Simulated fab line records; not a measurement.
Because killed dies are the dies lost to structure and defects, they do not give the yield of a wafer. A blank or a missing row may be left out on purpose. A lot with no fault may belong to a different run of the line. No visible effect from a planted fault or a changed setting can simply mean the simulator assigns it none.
Matching of chambers :: flow n5 finfet :: N5_BEOL_M11_ALD_74 on ald metal-01: 4 sister chambers
The step deposits TaN, target thk 2 nm, pulse time 2 s, purge time 3 s. 8 wafers are shown with their chamber, then 11 later ones without.

## WAFERS PAIRED WITH THEIR CHAMBERS
wafer: L081.4
chamber: 3
heater power w (W): 442
mfc carrier sccm (sccm): 1501

wafer: L081.6
chamber: 0
heater power w (W): 442
mfc carrier sccm (sccm): 1501

wafer: L086.2
chamber: 3
heater power w (W): 438
mfc carrier sccm (sccm): 1498

wafer: L086.3
chamber: 1
heater power w (W): 406
mfc carrier sccm (sccm): 1505

wafer: L086.6
chamber: 1
heater power w (W): 413
mfc carrier sccm (sccm): 1496

wafer: L089.2
chamber: 0
heater power w (W): 440
mfc carrier sccm (sccm): 1497

wafer: L089.5
chamber: 2
heater power w (W): 393
mfc carrier sccm (sccm): 1500

wafer: L091.2
chamber: 2
heater power w (W): 406
mfc carrier sccm (sccm): 1499

## WAFERS MISSING THEIR CHAMBER
wafer: L091.3
heater power w (W): 421
mfc carrier sccm (sccm): 1496

wafer: L091.6
heater power w (W): 456
mfc carrier sccm (sccm): 1505

wafer: L094.1
heater power w (W): 393
mfc carrier sccm (sccm): 1496

wafer: L094.5
heater power w (W): 393
mfc carrier sccm (sccm): 1497

wafer: L094.6
heater power w (W): 437
mfc carrier sccm (sccm): 1501

wafer: L095.1
heater power w (W): 420
mfc carrier sccm (sccm): 1508

wafer: L095.3
heater power w (W): 429
mfc carrier sccm (sccm): 1501

wafer: L095.4
heater power w (W): 399
mfc carrier sccm (sccm): 1495

wafer: L097.2
heater power w (W): 419
mfc carrier sccm (sccm): 1494

wafer: L097.4
heater power w (W): 392
mfc carrier sccm (sccm): 1496

wafer: L097.5
heater power w (W): 395
mfc carrier sccm (sccm): 1499

## CHAMBER TAKEN BY EACH
wafer: L091.3
from the rows above: can't be placed: 1 or 3 or 0 or 2
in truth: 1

wafer: L091.6
from the rows above: can't be placed: 0 or 3
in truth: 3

wafer: L094.1
from the rows above: can't be placed: 2 or 1
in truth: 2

wafer: L094.5
from the rows above: can't be placed: 2 or 1
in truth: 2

wafer: L094.6
from the rows above: can't be placed: 3 or 0
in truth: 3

wafer: L095.1
from the rows above: can't be placed: 1 or 3 or 2 or 0
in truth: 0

wafer: L095.3
from the rows above: can't be placed: 3 or 0 or 1
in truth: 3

wafer: L095.4
from the rows above: can't be placed: 2 or 1
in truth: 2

wafer: L097.2
from the rows above: can't be placed: 1 or 2 or 3 or 0
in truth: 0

wafer: L097.4
from the rows above: can't be placed: 2 or 1
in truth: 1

wafer: L097.5
from the rows above: can't be placed: 2 or 1
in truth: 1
Correct placement for 0 of the 11. Unplaceable from these rows: 11, with the true chamber sitting among the candidates in 11. 0 placed wrongly.
How it was worked out, from the rows above alone: a wafer's distance from a chamber is the root of the sum, over the readings, of the square of ((its reading less the chamber's mean) divided by the reading's scatter). If the next closest chamber is less than 2 further off than the closest, the wafer can't be placed; otherwise it belongs to the closest. The mean given for a chamber averages the wafers shown for that chamber. The scatter is the square root of a quotient: the sum, over the shown wafers, of each reading's squared deviation from its chamber's mean, divided by wafers minus chambers.
